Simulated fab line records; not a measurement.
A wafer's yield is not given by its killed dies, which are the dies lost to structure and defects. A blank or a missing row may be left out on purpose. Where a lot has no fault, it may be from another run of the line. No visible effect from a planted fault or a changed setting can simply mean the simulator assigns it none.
fab line records | flow nand-harc
record lots=24 wafers=72 last-day=33
route steps=1302 shown P_GATE@175 P_CONTACT@247 P_M0@269 P_M1@296
lots that met no fault: from a run of the same line without faults
start-h: hours from the record's opening day to when the first of the lot's shown wafers began | wait-h: hours elapsed since this lot's preceding step | " same as the row above | L1.1+2: several wafers, shown together as one row | - no value, or no start given | * or withheld: withheld | < > ~ a bound
route shown NAME@n: a module of which the file shows steps, and the number in the route of the first | usual: mean and standard deviation over wafers with no fault | same: alike in all rows | chamber/n: place in a boat | sites: each site's reading | _std_site: their standard deviation | _edge_site: the outer-site mean with the inner-site mean subtracted | radius-mm: for every site, how far away it sits from the centre of the wafer | mask NAME#n: copy n | behind: the most recent tool/chamber to have shaped the wafer | hold: the reason the lot was held/the length of the hold in hours/how it ended | device: the transistor (n, p or np) that didn't switch | end of line: the same wafers' tests at the end of the route | a step without rows: its recipe alone | killed: the dies lost at the first sort to structure and to defects; this is not the yield of the wafer | map: per-die view of a wafer (x killed, . not killed, _ where there is no die)
set.NAME: the run value of the setting; set.NAME@STEP: its run value at that earlier step | model.NAME: the simulator's own value behind a step, which no gauge read
one table for each step of the route and one row for each wafer, over a sample of lots
services: when a tool's chamber went out of use (start-h, in hours from the record's first day, below 0 if earlier), for how many hours, and the reason
## steps
# step NHARC_P_GATE_STRIP_75
# recipe power-w=1500 temp-c=250 chemistry=O2
# usual drypump-motor-current-A=5.60/0.3 heater-power-w=345/37
# columns lot.wafer tool chamber start-h wait-h drypump-motor-current-A heater-power-w rf-hours-counter-h
L074.1 plasma-asher-01 0 110.21 0.3 5.38 329 24
L074.3 " 1 " " 5.65 314 -
L074.5 " 1 " " 5.65 319 -
L075.1 plasma-asher-02 0 116.54 0.2 5.35 417 6
L075.4 " 0 " " 5.32 423 -
L075.5 " 0 " " 5.35 433 -
L076.2 plasma-asher-01 1 129.41 0.2 5.66 319 28
L076.4 " 0 " " 5.35 338 -
L076.6 " 0 " " 5.38 333 -
L077.4 plasma-asher-01 0 137.95 0.1 5.40 333 -
L077.5 " 1 " " 5.69 324 -
L077.6 " 0 " " 5.39 335 -
L078.1 plasma-asher-01 0 149.77 0.3 5.35 331 31
L078.3 " 0 " " 5.37 334 -
L078.6 " 0 " " 5.36 331 -
L079.3 plasma-asher-01 0 156.84 0.2 5.38 333 -
L079.6 " 0 " " 5.37 338 -
L079.5 " 1 " " 5.68 318 -
L080.2 plasma-asher-02 1 168.70 0.2 6.13 350 17
L080.1 " 0 " " 5.32 419 17
L080.3 " 1 " " 6.11 338 -
L081.2 plasma-asher-01 0 184.92 0.2 5.37 319 2
L081.4 " 0 " " 5.36 310 -
L081.5 " 1 " " 5.67 328 -
L082.2 plasma-asher-01 1 190.31 0.2 5.68 332 3
L082.5 " 0 " " 5.37 312 -
L082.6 " 1 " " 5.65 336 -
L083.2 plasma-asher-02 0 213.56 0.2 5.36 425 27
L083.1 " 1 " " 6.14 342 27
L083.5 " 0 " " 5.35 423 -
L085.1 plasma-asher-02 0 219.79 0.3 5.31 415 29
L085.2 " 1 " " 6.14 342 29
L085.3 " 0 " " 5.31 421 -
L084.4 plasma-asher-02 1 221.80 0.2 6.17 341 -
L084.3 " 0 " " 5.35 425 -
L084.5 " 1 " " 6.17 341 -
L086.1 plasma-asher-02 1 227.61 0.2 6.16 354 31
L086.3 " 0 " " 5.31 430 -
L086.4 " 1 " " 6.13 353 -
L088.1 plasma-asher-01 1 252.61 0.3 5.66 327 14
L088.4 " 0 " " 5.35 315 -
L088.5 " 1 " " 5.70 324 -
L087.2 plasma-asher-01 0 252.99 0.3 5.36 316 14
L087.3 " 0 " " 5.38 312 -
L087.5 " 1 " " 5.67 332 -
L089.2 plasma-asher-01 1 257.78 0.2 5.68 338 18
L089.4 " 0 " " 5.39 314 -
L089.5 " 0 " " 5.40 322 -
L090.4 plasma-asher-01 1 273.43 0.2 5.68 330 -
L090.5 " 1 " " 5.68 333 -
L090.6 " 0 " " 5.34 311 -
L091.2 plasma-asher-01 0 274.70 0.2 5.36 320 22
L091.4 " 1 " " 5.66 331 -
L091.5 " 1 " " 5.66 330 -
L092.1 plasma-asher-02 0 287.19 0.3 5.37 414 5
L092.2 " 1 " " 6.11 362 5
L092.3 " 0 " " 5.36 422 -
L093.3 plasma-asher-01 1 297.85 0.2 5.70 324 -
L093.4 " 0 " " 5.36 306 -
L093.6 " 1 " " 5.70 324 -
L094.2 plasma-asher-01 1 311.78 0.3 5.68 322 30
L094.6 " 1 " " 5.67 328 -
L094.5 " 0 " " 5.35 312 -
L095.2 plasma-asher-02 0 323.19 0.3 5.32 411 10
L095.4 " 0 " " 5.30 407 -
L095.5 " 1 " " 6.14 358 -
L096.1 plasma-asher-01 0 329.07 0.3 5.38 317 33
L096.3 " 0 " " 5.39 318 -
L096.4 " 1 " " 5.68 322 -
L097.2 plasma-asher-02 0 336.21 0.3 5.32 422 14
L097.4 " 0 " " 5.37 409 -
L097.6 " 1 " " 6.19 352 -
# step NHARC_P_GATE_RTA_64
# recipe temp-c=1050 time-s=1
# usual lamp-power-pct=37/3.2 lamp_zone_1_pct=37/3.2 lamp_zone_6_pct=37/3.2 wafer_temp_C_max=1055.0/0.88
# same time-s=1
# columns lot.wafer tool chamber start-h wait-h lamp-power-pct lamp_zone_1_pct lamp_zone_6_pct wafer_temp_C_max
L074.1 rtp-anneal-01 0 114.53 - 39 39 39 1054.4
L074.3 " 0 " " 39 39 39 1055.1
L074.5 " 0 " " 39 39 39 1054.4
L075.1 rtp-anneal-01 0 121.02 - 39 39 39 1056.0
L075.4 " 0 " " 39 39 39 1055.4
L075.5 " 0 " " 39 39 39 1055.4
L076.2 rtp-anneal-01 0 133.89 - 39 39 39 1054.9
L076.4 " 0 " " 39 39 39 1055.2
L076.6 " 0 " " 39 39 39 1054.3
L077.4 rtp-anneal-01 0 142.48 - 39 39 39 1055.5
L077.5 " 0 " " 39 39 39 1054.2
L077.6 " 0 " " 39 39 39 1053.8
L078.1 rtp-anneal-01 0 154.13 - 39 39 39 1055.3
L078.3 " 0 " " 39 39 39 1055.3
L078.6 " 0 " " 39 39 39 1055.0
L079.3 rtp-anneal-02 0 161.37 - 32 32 32 1054.4
L079.5 " 0 " " 32 32 32 1056.7
L079.6 " 0 " " 32 32 32 1055.8
L080.1 rtp-anneal-02 0 173.14 - 32 32 32 1055.8
L080.2 " 0 " " 32 32 32 1054.3
L080.3 " 0 " " 32 32 32 1055.3
L081.2 rtp-anneal-01 0 189.55 - 39 39 39 1053.8
L081.4 " 0 " " 39 39 39 1053.9
L081.5 " 0 " " 39 39 39 1053.9
L082.2 rtp-anneal-02 0 194.78 - 32 32 32 1053.7
L082.5 " 0 " " 32 32 32 1054.6
L082.6 " 0 " " 32 32 32 1053.6
L083.1 rtp-anneal-01 0 217.84 - 39 39 39 1054.9
L083.2 " 0 " " 39 39 39 1054.8
L083.5 " 0 " " 39 39 39 1054.0
L085.1 rtp-anneal-02 0 224.33 - 32 32 32 1054.9
L085.2 " 0 " " 32 32 32 1054.4
L085.3 " 0 " " 32 32 32 1054.5
L084.3 rtp-anneal-01 0 226.35 - 39 39 39 1056.1
L084.4 " 0 " " 39 39 39 1055.1
L084.5 " 0 " " 39 39 39 1054.0
L086.1 rtp-anneal-02 0 232.02 - 32 32 32 1056.0
L086.3 " 0 " " 32 32 32 1054.6
L086.4 " 0 " " 32 32 32 1056.0
L088.1 rtp-anneal-01 0 257.06 - 39 39 39 1054.2
L088.4 " 0 " " 39 39 39 1053.9
L088.5 " 0 " " 39 39 39 1055.8
L087.2 rtp-anneal-01 0 257.87 - 39 39 39 1054.6
L087.3 " 0 " " 39 39 39 1055.5
L087.5 " 0 " " 39 39 39 1054.2
L089.2 rtp-anneal-01 0 262.12 - 39 39 39 1054.8
L089.4 " 0 " " 39 39 39 1055.4
L089.5 " 0 " " 39 39 39 1055.2
L090.4 rtp-anneal-01 0 278.13 - 39 39 39 1054.4
L090.5 " 0 " " 39 39 39 1055.6
L090.6 " 0 " " 39 39 39 1054.2
L091.2 rtp-anneal-02 0 279.05 - 32 32 32 1053.6
L091.4 " 0 " " 32 32 32 1053.9
L091.5 " 0 " " 32 32 32 1054.1
L092.1 rtp-anneal-01 0 291.78 - 39 39 39 1054.8
L092.2 " 0 " " 39 39 39 1055.6
L092.3 " 0 " " 39 39 39 1056.1
L093.3 rtp-anneal-02 0 302.19 - 32 32 32 1055.1
L093.4 " 0 " " 32 32 32 1055.4
L093.6 " 0 " " 32 32 32 1054.5
L094.2 rtp-anneal-01 0 316.13 - 39 39 39 1054.4
L094.5 " 0 " " 39 39 39 1054.7
L094.6 " 0 " " 39 39 39 1054.4
L095.2 rtp-anneal-01 0 327.59 - 39 39 39 1054.5
L095.4 " 0 " " 39 39 39 1056.2
L095.5 " 0 " " 39 39 39 1055.0
L096.1 rtp-anneal-01 0 333.38 - 39 39 39 1054.5
L096.3 " 0 " " 39 39 39 1055.1
L096.4 " 0 " " 39 39 39 1055.3
L097.2 rtp-anneal-01 0 340.89 - 39 39 39 1054.7
L097.4 " 0 " " 39 39 39 1055.4
L097.6 " 0 " " 39 39 39 1056.1
# step NHARC_P_CONTACT_ALD_22
# recipe target-thk-a=30 pulse-time-s=1 ald-cycles=150 temp-c=450 material=TiN
# usual heater-power-w=1019/95 precursor-pulse-height-rel=0.999/0.019
# columns lot.wafer tool chamber start-h wait-h heater-power-w precursor-pulse-height-rel
L074.1 ald-metal-03 3 119.41 - 1071 1.005
L074.3 " 2 " " 1055 1.016
L074.5 " 3 " " 1054 0.977
L075.4 ald-metal-02 0 125.91 - 934 1.034
L075.1 " 1 " " 1029 0.990
L075.5 " 1 " " 1018 1.020
L076.2 ald-metal-03 2 138.87 - 1031 0.982
L076.4 " 0 " " 1134 1.000
L076.6 " 2 " " 1076 0.994
L077.4 ald-metal-03 1 147.31 - 857 0.997
L077.5 " 1 " " 876 0.986
L077.6 " 2 " " 1055 0.997
L078.1 ald-metal-04 3 159.03 - 917 1.031
L078.3 " 0 " " 1121 0.988
L078.6 " 3 " " 914 1.032
L079.3 ald-metal-04 0 166.21 - 1119 0.971
L079.6 " 3 " " 952 0.998
L079.5 " 0 " " 1111 0.990
L080.1 ald-metal-04 0 178.10 - 1114 0.995
L080.3 " 1 " " 1096 0.973
L080.2 " 2 " " 878 0.985
L081.4 ald-metal-03 0 194.34 - 1121 0.996
L081.2 " 1 " " 891 0.983
L081.5 " 3 " " 1096 0.977
L082.2 ald-metal-04 1 200.09 - 1133 1.017
L082.5 " 0 " " 1111 0.995
L082.6 " 1 " " 1144 0.973
L083.1 ald-metal-03 3 222.66 - 1084 0.974
L083.2 " 1 " " 917 0.995
L083.5 " 2 " " 1085 0.981
L085.3 ald-metal-04 2 229.20 - 880 0.985
L085.1 " 3 " " 926 1.008
L085.2 " 0 " " 1126 1.013
L084.4 ald-metal-02 3 231.22 - 1066 0.964
L084.3 " 0 " " 961 1.017
L084.5 " 3 " " 1093 1.006
L086.3 ald-metal-02 3 236.95 - 1067 0.993
L086.1 " 0 " " 964 0.970
L086.4 " 1 " " 1046 1.003
L088.1 ald-metal-03 3 262.04 - 1080 1.011
L088.4 " 1 " " 878 0.994
L088.5 " 3 " " 1086 1.000
L087.2 ald-metal-04 0 262.71 - 1081 1.009
L087.3 " 2 " " 896 0.964
L087.5 " 1 " " 1112 1.002
L089.4 ald-metal-03 3 266.97 - 1079 0.993
L089.2 " 2 " " 1097 0.995
L089.5 " 0 " " 1112 1.042
L090.4 ald-metal-04 1 282.99 - 1090 0.992
L090.6 " 1 " " 1126 1.010
L090.5 " 2 " " 862 1.005
L091.2 ald-metal-02 0 284.29 - 907 1.023
L091.4 " 1 " " 1116 0.994
L091.5 " 2 " " 898 1.027
L092.1 ald-metal-03 0 296.65 - 1112 0.981
L092.3 " 1 " " 894 0.974
L092.2 " 3 " " 1081 0.986
L093.3 ald-metal-03 2 307.16 - 1046 1.006
L093.4 " 3 " " 1058 1.022
L093.6 " 0 " " 1129 1.026
L094.2 ald-metal-04 2 320.97 - 867 0.964
L094.5 " 2 " " 854 0.990
L094.6 " 3 " " 1023 1.012
L095.4 ald-metal-03 1 332.47 - 917 1.000
L095.2 " 3 " " 1089 1.004
L095.5 " 2 " " 1061 0.992
L096.4 ald-metal-02 2 338.35 - 893 1.024
L096.3 " 3 " " 974 0.972
L096.1 " 0 " " 919 1.028
L097.4 ald-metal-03 1 346.10 - 889 0.982
L097.2 " 2 " " 1075 0.964
L097.6 " 1 " " 871 0.991
# step NHARC_P_M0_CD_MEAS_16
# usual cd-nm=89.8/0.84
# columns lot.wafer tool chamber start-h wait-h cd-nm
L074.1 cd-sem-01 - 122.60 - 90.1
L074.3 " - " " 89.0
L074.5 " - " " 88.7
L075.1 cd-sem-01 - 128.51 - 91.3
L075.4 " - " " 90.2
L075.5 " - " " 91.1
L076.2 cd-sem-01 - 141.97 - 89.6
L076.4 " - " " 90.3
L076.6 " - " " 89.5
L077.4 cd-sem-01 - 149.95 - 90.5
L077.5 " - " " 90.6
L077.6 " - " " 90.1
L078.1 cd-sem-03 - 161.53 - 89.5
L078.3 " - " " 90.7
L078.6 " - " " 90.1
L079.3 cd-sem-03 - 169.05 - 88.6
L079.5 " - " " 88.7
L079.6 " - " " 90.5
L080.1 cd-sem-03 - 180.70 - 90.0
L080.2 " - " " 88.9
L080.3 " - " " 89.4
L081.2 cd-sem-01 - 197.10 - 89.7
L081.4 " - " " 91.0
L081.5 " - " " 90.6
L082.2 cd-sem-01 - 202.73 - 90.1
L082.5 " - " " 89.6
L082.6 " - " " 89.8
L083.1 cd-sem-02 - 225.26 - 90.9
L083.2 " - " " 90.2
L083.5 " - " " 91.4
L085.1 cd-sem-01 - 231.77 - 89.4
L085.2 " - " " 89.8
L085.3 " - " " 90.3
L084.3 cd-sem-02 - 233.73 - 90.8
L084.4 " - " " 89.4
L084.5 " - " " 90.3
L086.1 cd-sem-02 - 239.60 - 88.9
L086.3 " - " " 88.8
L086.4 " - " " 88.4
L088.1 cd-sem-03 - 264.54 - 90.6
L088.4 " - " " 90.4
L088.5 " - " " 90.8
L087.2 cd-sem-02 - 265.36 - 91.1
L087.3 " - " " 89.3
L087.5 " - " " 90.5
L089.2 cd-sem-01 - 269.74 - 89.8
L089.4 " - " " 89.1
L089.5 " - " " 89.4
L090.4 cd-sem-01 - 285.49 - 89.6
L090.5 " - " " 89.7
L090.6 " - " " 90.1
L091.2 cd-sem-01 - 287.56 - 88.9
L091.4 " - " " 89.3
L091.5 " - " " 90.7
L092.1 cd-sem-03 - 299.30 - 88.0
L092.2 " - " " 88.0
L092.3 " - " " 89.1
L093.3 cd-sem-02 - 309.91 - 90.3
L093.4 " - " " 89.5
L093.6 " - " " 90.0
L094.2 cd-sem-02 - 323.63 - 88.6
L094.5 " - " " 87.9
L094.6 " - " " 89.3
L095.2 cd-sem-01 - 335.10 - 88.4
L095.4 " - " " 89.2
L095.5 " - " " 88.6
L096.1 cd-sem-02 - 340.97 - 91.0
L096.3 " - " " 89.6
L096.4 " - " " 89.1
L097.2 cd-sem-03 - 348.59 - 88.9
L097.4 " - " " 89.2
L097.6 " - " " 88.6
# step NHARC_P_M1_OVL_MEAS_10
# recipe pitch-nm=260
# usual overlay-x-nm=0.0/0.82 overlay-y-nm=0.0/0.8
# columns lot.wafer tool chamber start-h wait-h overlay-x-nm overlay-y-nm
L074.1 overlay-02 - 126.15 - -0.2 -0.5
L074.3 " - " " -0.4 -0.2
L074.5 " - " " -0.5 -0.3
L075.1 overlay-01 - 132.07 - -0.8 1.1
L075.4 " - " " -0.2 1.4
L075.5 " - " " -0.5 1.1
L076.2 overlay-02 - 145.78 - -0.9 -0.3
L076.4 " - " " -0.9 0.5
L076.6 " - " " -1.0 -0.2
L077.4 overlay-02 - 153.62 - -0.6 0.3
L077.5 " - " " -0.6 -0.5
L077.6 " - " " -0.7 -0.3
L078.1 overlay-01 - 165.36 - -2.0 0.5
L078.3 " - " " -1.8 -0.1
L078.6 " - " " -1.6 0.4
L079.3 overlay-01 - 172.71 - 0.5 0.0
L079.5 " - " " 0.8 -0.2
L079.6 " - " " 0.5 -0.2
L080.1 overlay-01 - 184.72 - -0.5 0.8
L080.2 " - " " -0.4 1.5
L080.3 " - " " -0.4 0.6
L081.2 overlay-01 - 200.77 - 0.7 -0.7
L081.4 " - " " 0.8 -1.0
L081.5 " - " " 0.8 -0.8
L082.2 overlay-02 - 206.48 - 0.2 0.6
L082.5 " - " " 0.0 0.8
L082.6 " - " " 0.1 0.9
L083.1 overlay-01 - 228.93 - -1.2 -1.5
L083.2 " - " " -0.5 -0.9
L083.5 " - " " -1.1 -1.0
L085.1 overlay-02 - 235.33 - 0.9 0.3
L085.2 " - " " 1.4 -0.6
L085.3 " - " " 0.5 -0.4
L084.3 overlay-02 - 237.27 - 0.3 1.3
L084.4 " - " " 0.6 1.2
L084.5 " - " " 0.6 0.9
L086.1 overlay-02 - 243.43 - 0.5 -0.6
L086.3 " - " " -0.1 -0.7
L086.4 " - " " 0.7 0.2
L088.1 overlay-02 - 268.18 - -0.1 -0.8
L088.4 " - " " -0.1 -0.8
L088.5 " - " " -0.7 -0.4
L087.2 overlay-01 - 269.56 - -1.2 -0.7
L087.3 " - " " -0.7 -0.6
L087.5 " - " " -0.9 -0.5
L089.2 overlay-01 - 273.68 - -0.3 -0.6
L089.4 " - " " -0.2 -0.8
L089.5 " - " " -0.7 -0.5
L090.4 overlay-01 - 289.15 - 0.8 0.9
L090.5 " - " " 0.3 1.6
L090.6 " - " " 0.3 1.2
L091.2 overlay-01 - 291.23 - 1.3 -1.1
L091.4 " - " " 1.8 -1.3
L091.5 " - " " 1.7 -1.1
L092.1 overlay-01 - 302.97 - 0.6 0.4
L092.2 " - " " 1.1 0.1
L092.3 " - " " 0.7 0.2
L093.3 overlay-01 - 313.55 - -0.2 0.7
L093.4 " - " " 0.1 1.1
L093.6 " - " " 0.5 0.3
L094.2 overlay-01 - 327.17 - 0.7 -0.7
L094.5 " - " " 0.8 -0.1
L094.6 " - " " 0.8 -0.4
L095.2 overlay-02 - 338.81 - -0.8 -1.2
L095.4 " - " " -0.5 -1.2
L095.5 " - " " -0.6 -1.1
L096.1 overlay-01 - 344.62 - 0.1 0.5
L096.3 " - " " -0.3 0.8
L096.4 " - " " 0.6 0.2
L097.2 overlay-01 - 352.25 - 0.2 0.4
L097.4 " - " " 0.3 0.7
L097.6 " - " " 0.0 0.4
# step NHARC_P_M1_INSPECT_11
# usual raw-defect-count=4.2/2.6
# columns lot.wafer tool chamber start-h wait-h raw-defect-count
L074.1 defect-inspect-01 - 126.19 0.0 6
L074.3 " - " " 2
L074.5 " - " " 6
L075.1 defect-inspect-01 - 132.10 0.0 3
L075.4 " - " " 2
L075.5 " - " " 6
L076.2 defect-inspect-02 - 145.82 0.0 4
L076.4 " - " " 3
L076.6 " - " " 1
L077.4 defect-inspect-01 - 153.65 0.0 7
L077.5 " - " " 4
L077.6 " - " " 3
L078.1 defect-inspect-02 - 165.40 0.0 3
L078.3 " - " " 2
L078.6 " - " " 1
L079.3 defect-inspect-02 - 172.75 0.0 6
L079.5 " - " " 8
L079.6 " - " " 6
L080.1 defect-inspect-01 - 184.75 0.0 4
L080.2 " - " " 5
L080.3 " - " " 3
L081.2 defect-inspect-02 - 200.80 0.0 1
L081.4 " - " " 2
L081.5 " - " " 4
L082.2 defect-inspect-01 - 206.51 0.0 9
L082.5 " - " " 3
L082.6 " - " " 6
L083.1 defect-inspect-01 - 228.96 0.0 2
L083.2 " - " " 1
L083.5 " - " " 3
L085.1 defect-inspect-02 - 235.37 0.0 4
L085.2 " - " " 2
L085.3 " - " " 4
L084.3 defect-inspect-01 - 237.31 0.0 1
L084.4 " - " " 4
L084.5 " - " " 4
L086.1 defect-inspect-01 - 243.46 0.0 6
L086.3 " - " " 10
L086.4 " - " " 11
L088.1 defect-inspect-02 - 268.22 0.0 13
L088.4 " - " " 8
L088.5 " - " " 7
L087.2 defect-inspect-02 - 269.60 0.0 10
L087.3 " - " " 7
L087.5 " - " " 10
L089.2 defect-inspect-01 - 273.72 0.0 1
L089.4 " - " " 8
L089.5 " - " " 0
L090.4 defect-inspect-01 - 289.20 0.1 5
L090.5 " - " " 4
L090.6 " - " " 8
L091.2 defect-inspect-01 - 291.27 0.0 4
L091.4 " - " " 1
L091.5 " - " " 1
L092.1 defect-inspect-01 - 303.01 0.0 3
L092.2 " - " " 3
L092.3 " - " " 7
L093.3 defect-inspect-02 - 313.59 0.0 2
L093.4 " - " " 5
L093.6 " - " " 3
L094.2 defect-inspect-01 - 327.20 0.0 7
L094.5 " - " " 3
L094.6 " - " " 5
L095.2 defect-inspect-02 - 338.85 0.0 2
L095.4 " - " " 3
L095.5 " - " " 5
L096.1 defect-inspect-02 - 344.66 0.0 2
L096.3 " - " " 2
L096.4 " - " " 1
L097.2 defect-inspect-01 - 352.28 0.0 4
L097.4 " - " " 2
L097.6 " - " " 1
## services
# columns tool chamber start-h hours kind
plasma-asher-01 - 98.68 0.5 repair
ald-metal-04 - 118.00 10.0 pm
plasma-asher-01 - 165.00 9.0 pm
plasma-asher-01 0 165.00 9.0 vent-cycle
plasma-asher-01 1 165.00 9.0 vent-cycle
plasma-asher-01 0 174.00 - clean
plasma-asher-01 1 174.00 - clean
ald-metal-03 - 212.00 10.0 pm
ald-metal-03 0 212.00 10.0 vent-cycle
ald-metal-03 1 212.00 10.0 vent-cycle
ald-metal-03 2 212.00 10.0 vent-cycle
ald-metal-03 3 212.00 10.0 vent-cycle
ald-metal-03 0 222.00 - clean
ald-metal-03 1 222.00 - clean
plasma-asher-02 - 249.00 9.0 pm
ald-metal-02 - 254.00 10.0 pm
plasma-asher-02 - 264.36 11.6 repair
ald-metal-03 3 279.49 2.3 repair
ald-metal-04 - 296.00 10.0 pm
plasma-asher-01 - 322.51 0.5 repair
plasma-asher-01 - 338.23 1.5 repair
plasma-asher-01 - 342.00 9.0 pm
plasma-asher-01 0 342.00 9.0 vent-cycle
plasma-asher-01 1 342.00 9.0 vent-cycle
## key
fault none
